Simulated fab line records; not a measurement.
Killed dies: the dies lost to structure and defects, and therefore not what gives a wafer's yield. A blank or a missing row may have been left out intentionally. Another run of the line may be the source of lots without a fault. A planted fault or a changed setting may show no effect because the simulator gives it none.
Matching of chambers :: flow nandHarc :: NHARC_P_STI_ETCH_15 on rieSi-01 has 4 sister chambers
The step etches the open film in HBr/Cl2, target depth 300 nm, time 100.1 s. 14 wafers are shown with their chamber, then 7 later ones without.

== EACH WAFER AND ITS CHAMBER ==
wafer: L416.1
chamber: 0
drypumpMotorCurrentA (A): 5.7
oesProductAu (a.u.): 1.002
hbrFlowSccm (sccm): 149.9

wafer: L416.2
chamber: 1
drypumpMotorCurrentA (A): 6.3
oesProductAu (a.u.): 1.004
hbrFlowSccm (sccm): 149.2

wafer: L416.6
chamber: 3
drypumpMotorCurrentA (A): 4.8
oesProductAu (a.u.): 1.007
hbrFlowSccm (sccm): 150.4

wafer: L418.2
chamber: 1
drypumpMotorCurrentA (A): 6.3
oesProductAu (a.u.): 1.006
hbrFlowSccm (sccm): 150.0

wafer: L418.3
chamber: 3
drypumpMotorCurrentA (A): 4.8
oesProductAu (a.u.): 1.002
hbrFlowSccm (sccm): 149.8

wafer: L418.5
chamber: 2
drypumpMotorCurrentA (A): 5.3
oesProductAu (a.u.): 1.013
hbrFlowSccm (sccm): 150.6

wafer: L422.2
chamber: 3
drypumpMotorCurrentA (A): 4.9
oesProductAu (a.u.): 0.993
hbrFlowSccm (sccm): 150.6

wafer: L422.3
chamber: 2
drypumpMotorCurrentA (A): 5.4
oesProductAu (a.u.): 1.012
hbrFlowSccm (sccm): 150.3

wafer: L422.5
chamber: 0
drypumpMotorCurrentA (A): 5.7
oesProductAu (a.u.): 1.005
hbrFlowSccm (sccm): 150.3

wafer: L423.1
chamber: 2
drypumpMotorCurrentA (A): 5.4
oesProductAu (a.u.): 1.016
hbrFlowSccm (sccm): 150.6

wafer: L423.3
chamber: 1
drypumpMotorCurrentA (A): 6.3
oesProductAu (a.u.): 1.013
hbrFlowSccm (sccm): 150.0

wafer: L423.5
chamber: 0
drypumpMotorCurrentA (A): 5.7
oesProductAu (a.u.): 1.002
hbrFlowSccm (sccm): 150.0

wafer: L424.2
chamber: 3
drypumpMotorCurrentA (A): 4.9
oesProductAu (a.u.): 1.008
hbrFlowSccm (sccm): 150.5

wafer: L424.3
chamber: 2
drypumpMotorCurrentA (A): 5.4
oesProductAu (a.u.): 1.014
hbrFlowSccm (sccm): 149.4

SIGNATURES (means of the wafers above)
reading: drypumpMotorCurrentA
chamber 0: 5.700
chamber 1: 6.300
chamber 2: 5.375
chamber 3: 4.850
scatter within a chamber: 0.0418

reading: oesProductAu
chamber 0: 1.00300
chamber 1: 1.00767
chamber 2: 1.01375
chamber 3: 1.00250
scatter within a chamber: 0.00448

reading: hbrFlowSccm
chamber 0: 150.067
chamber 1: 149.733
chamber 2: 150.225
chamber 3: 150.325
scatter within a chamber: 0.432
Rule: for each reading, subtract the chamber's mean from the wafer's reading, divide by that reading's scatter and square the result; add these up over the readings and take the root, which gives the wafer's distance from the chamber. The wafer belongs to the nearest chamber; if the next one is less than 2 further off, it can't be placed. The scatter is the square root of a quotient: the sum, over the shown wafers, of each reading's squared deviation from its chamber's mean, divided by wafers minus chambers.

== WAFERS WITHOUT THEIR CHAMBER ==
wafer: L424.6
drypumpMotorCurrentA (A): 5.4
oesProductAu (a.u.): 1.013
hbrFlowSccm (sccm): 150.1

wafer: L431.3
drypumpMotorCurrentA (A): 6.3
oesProductAu (a.u.): 1.014
hbrFlowSccm (sccm): 149.2

wafer: L431.5
drypumpMotorCurrentA (A): 6.4
oesProductAu (a.u.): 1.000
hbrFlowSccm (sccm): 149.4

wafer: L431.6
drypumpMotorCurrentA (A): 5.7
oesProductAu (a.u.): 0.997
hbrFlowSccm (sccm): 150.8

wafer: L437.2
drypumpMotorCurrentA (A): 5.4
oesProductAu (a.u.): 1.003
hbrFlowSccm (sccm): 150.6

wafer: L437.3
drypumpMotorCurrentA (A): 6.3
oesProductAu (a.u.): 1.008
hbrFlowSccm (sccm): 150.2

wafer: L437.6
drypumpMotorCurrentA (A): 5.7
oesProductAu (a.u.): 0.992
hbrFlowSccm (sccm): 151.6

== WHICH CHAMBER EACH WENT THROUGH ==
wafer: L424.6
from the rows above: 2
in truth: 2

wafer: L431.3
from the rows above: 1
in truth: 1

wafer: L431.5
from the rows above: 1
in truth: 1

wafer: L431.6
from the rows above: 0
in truth: 0

wafer: L437.2
from the rows above: 2
in truth: 2

wafer: L437.3
from the rows above: 1
in truth: 1

wafer: L437.6
from the rows above: 0
in truth: 0
Correct placement for 7 of the 7. Number that these rows cannot place: 0. 0 placed wrongly.
